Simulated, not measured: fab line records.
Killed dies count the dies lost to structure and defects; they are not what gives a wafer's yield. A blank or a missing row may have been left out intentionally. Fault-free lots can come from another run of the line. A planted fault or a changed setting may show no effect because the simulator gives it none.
3 desks, one fault    flow nand-harc    every desk sees just its own numbers, and what lay behind them comes last

DESK OF THE TOOL OWNER: rie-metal-01
The tool's own readings at NHARC_THIN_TSV_ETCH_36 (etches the open film in Cl2/BCl3, target depth 65 nm, time 18.571 s): means of the sampled wafers that have a number, for each lot that ran on this tool. A lot is out of limits, marked OUT, if its mean lies more than 4 standard deviations from the usual mean; the brackets give that distance.
Columns: A = drypump-motor-current-A at NHARC_THIN_TSV_ETCH_36, usual 5.7 A; B = oes-product-au at NHARC_THIN_TSV_ETCH_36, usual 0.999 a.u.
lot   first seen here  A    B
L990  day 19 03:24     6.0  1.003
L107  day 23 04:24     6.3  0.991
L109  day 23 13:10     6.2  1.001
Result from this desk: across the 3 lots, nothing is out of limits.

THE DEFECT DESK
Lot by lot, what the route's inspections counted, given as the mean of those sampled wafers with a number. A lot is out of limits, marked OUT, if its mean lies more than 4 standard deviations from the usual mean; the brackets give that distance.
Columns: A = raw-defect-count at NHARC_THIN_TSV_INSPECT_40, usual 451
lot   first seen here  A
L990  day 19 08:43     510
L993  day 19 12:23     518
L996  day 21 05:33     485
L999  day 21 05:33     421
L107  day 23 12:48     1539 (+15) OUT
L109  day 23 18:37     1405 (+13) OUT
Finding of this desk: L107, L109 out of limits; the first was L107 at day 23 12:48, on raw-defect-count at NHARC_THIN_TSV_INSPECT_40. L990, L993, L996, L999: within limits.

FROM THE METROLOGY DESK
Means of the sampled wafers that have a number, per lot and without regard to the tool the lot ran on: this is what the gauges read. A lot is out of limits, marked OUT, if its mean lies more than 4 standard deviations from the usual mean; the brackets give that distance.
Columns: A = cd-nm at NHARC_THIN_TSV_CD_MEAS_33, usual 5000.2 nm; B = cd-nm at NHARC_THIN_TSV_CD_MEAS_37, usual 5001.2 nm
lot   first seen here  A       B
L990  day 19 02:51     5000.6  5001.0
L993  day 19 06:30     4999.5  4999.0
L999  day 21 00:56     5000.4  5002.7
L996  day 21 01:54     4999.9  4999.2
L107  day 23 03:52     4999.2  5002.5
L109  day 23 12:36     5000.3  5001.4
Result from this desk: across the 6 lots, nothing is out of limits.

PUT TOGETHER
The defect desk could have raised an alarm at day 23 12:48, on L107, L109.
Nothing out of limits was seen by the tool owner's desk.
Nothing out of limits was seen by the metrology desk.
On record at the tool owner's desk: L107, L109, within its limits.
The metrology desk holds a record of L107, L109, inside its limits.
Of the lots named, all ran NHARC_THIN_TSV_ETCH_36 on rie-metal-01.

WHAT THE SIMULATOR PUT IN
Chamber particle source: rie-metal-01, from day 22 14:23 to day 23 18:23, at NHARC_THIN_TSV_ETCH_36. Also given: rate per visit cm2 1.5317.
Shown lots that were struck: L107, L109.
Hours from the fault's start to each desk's first reading out of limits: the defect desk, 22.
